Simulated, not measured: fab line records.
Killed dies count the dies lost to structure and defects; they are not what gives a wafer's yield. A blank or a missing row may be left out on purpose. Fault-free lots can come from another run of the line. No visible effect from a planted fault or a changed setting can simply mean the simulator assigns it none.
Chamber matching    flow n5-finfet    rie-diel-04 running N5_BEOL_M15_DESCUM_15: 4 sister chambers
The step chemistry O2, time 7.9 s. 14 wafers are shown with their chamber, then 7 later ones without.

## EACH WAFER AND ITS CHAMBER
wafer   chamber  oes-product-au (a.u.)  drypump-motor-current-A (A)  showerhead-plenum-p-Torr (Torr)
L075.2  3        0.88                   6.0                          2.05
L075.5  3        0.88                   6.0                          2.05
L075.6  2        0.69                   6.0                          2.08
L076.2  0        0.69                   5.5                          2.07
L076.3  2        0.69                   5.9                          2.07
L076.4  1        0.78                   5.4                          2.02
L077.2  2        0.68                   5.9                          2.07
L077.4  1        0.78                   5.4                          2.02
L077.5  0        0.69                   5.5                          2.07
L079.2  2        0.69                   6.0                          2.07
L079.3  1        0.77                   5.4                          2.02
L079.4  0        0.69                   5.5                          2.07
L080.1  1        0.78                   5.4                          2.02
L080.3  2        0.68                   6.0                          2.07

SIGNATURES, as means of the wafers listed above
reading                   chamber 0  chamber 1  chamber 2  chamber 3  scatter within a chamber
oes-product-au            0.6900     0.7775     0.6860     0.8800     0.00442
drypump-motor-current-A   5.500      5.400      5.960      6.000      0.0346
showerhead-plenum-p-Torr  2.0700     2.0200     2.0720     2.0500     0.00283
Rule: for a wafer and a chamber, the distance is found by dividing, reading by reading, the gap between the wafer's reading and the chamber's mean by the reading's scatter, squaring, summing and taking the root. If the next closest chamber is less than 2 further off than the closest, the wafer can't be placed; otherwise it belongs to the closest. The scatter: take each reading less its chamber's mean, square it, sum over the shown wafers, divide by the number of wafers less the number of chambers, and take the root.

## WAFERS MISSING THEIR CHAMBER
wafer   oes-product-au (a.u.)  drypump-motor-current-A (A)  showerhead-plenum-p-Torr (Torr)
L080.4  0.78                   5.4                          2.02
L081.3  0.87                   6.1                          2.05
L081.5  0.86                   6.0                          2.05
L081.6  0.69                   5.5                          2.07
L084.2  0.76                   5.4                          2.02
L084.5  0.68                   5.5                          2.06
L084.6  0.77                   5.4                          2.02

## WHICH CHAMBER EACH WENT THROUGH
wafer   from the rows above  in truth
L080.4  1                    1
L081.3  3                    3
L081.5  3                    3
L081.6  0                    0
L084.2  1                    1
L084.5  0                    0
L084.6  1                    1
7 of 7 placed correctly. Left unplaced by these rows: 0. Number placed wrongly: 0.
